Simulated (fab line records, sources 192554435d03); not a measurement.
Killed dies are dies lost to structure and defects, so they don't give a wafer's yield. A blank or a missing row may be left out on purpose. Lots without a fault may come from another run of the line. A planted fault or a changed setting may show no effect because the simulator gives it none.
Chamber matching | flow n5_finfet | N5_BEOL_M3_DEP_57 on pecvd-03: 3 sister chambers
The step deposits SiCN from 3MS/NH3, target thk 8 nm, time 14 s. 14 wafers are shown with their chamber, then 7 later ones without.

WAFERS WITH THEIR CHAMBER
wafer  | chamber | throttle_valve_pct (%) | rf_fwd_power_W (W) | showerhead_plenum_p_Torr (Torr)
L079.4 | 0       | 9.3                    | 200.7              | 3.659
L079.5 | 1       | 8.8                    | 199.2              | 3.643
L079.6 | 2       | 9.5                    | 199.7              | 3.649
L078.1 | 2       | 9.4                    | 199.2              | 3.654
L078.4 | 2       | 9.6                    | 198.5              | 3.648
L078.6 | 0       | 9.1                    | 201.9              | 3.671
L083.1 | 0       | 9.3                    | 201.0              | 3.663
L083.4 | 0       | 9.3                    | 200.2              | 3.665
L083.6 | 0       | 9.2                    | 200.8              | 3.659
L082.1 | 1       | 8.9                    | 199.0              | 3.654
L082.5 | 1       | 8.9                    | 198.2              | 3.651
L082.6 | 0       | 9.5                    | 200.0              | 3.652
L086.1 | 1       | 8.7                    | 199.6              | 3.654
L086.4 | 0       | 9.2                    | 200.0              | 3.657

SIGNATURES (means of the wafers above)
reading                  | chamber 0 | chamber 1 | chamber 2 | scatter within a chamber
throttle_valve_pct       | 9.271     | 8.825     | 9.500     | 0.114
rf_fwd_power_W           | 200.657   | 199.000   | 199.133   | 0.641
showerhead_plenum_p_Torr | 3.66086   | 3.65050   | 3.65033   | 0.00545
Rule: a wafer's distance from a chamber is the root of the sum, over the readings, of the square of ((its reading less the chamber's mean) divided by the reading's scatter). The wafer belongs to the nearest chamber; if the next one is less than 2 further off, it can't be placed. The scatter: the root of (the sum of the squares of (reading less its chamber's mean) over the shown wafers, divided by (wafers less chambers)).

WAFERS WITHOUT THEIR CHAMBER
wafer  | throttle_valve_pct (%) | rf_fwd_power_W (W) | showerhead_plenum_p_Torr (Torr)
L086.5 | 9.7                    | 200.2              | 3.676
L094.2 | 9.0                    | 198.8              | 3.654
L094.4 | 8.6                    | 198.8              | 3.647
L094.5 | 8.7                    | 198.1              | 3.646
L096.2 | 9.6                    | 200.1              | 3.671
L096.4 | 9.5                    | 200.2              | 3.666
L096.6 | 9.1                    | 197.4              | 3.637

WHICH CHAMBER EACH WENT THROUGH
wafer  | from the rows above     | in truth
L086.5 | can't be placed: 0 or 2 | 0
L094.2 | 1                       | 1
L094.4 | 1                       | 1
L094.5 | 1                       | 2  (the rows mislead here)
L096.2 | can't be placed: 0 or 2 | 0
L096.4 | can't be placed: 0 or 2 | 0
L096.6 | can't be placed: 1 or 2 | 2
Placed correctly: 2 of 7. Can't be placed from these rows: 4 (the true chamber is among the candidates in 4). Placed wrongly: 1.
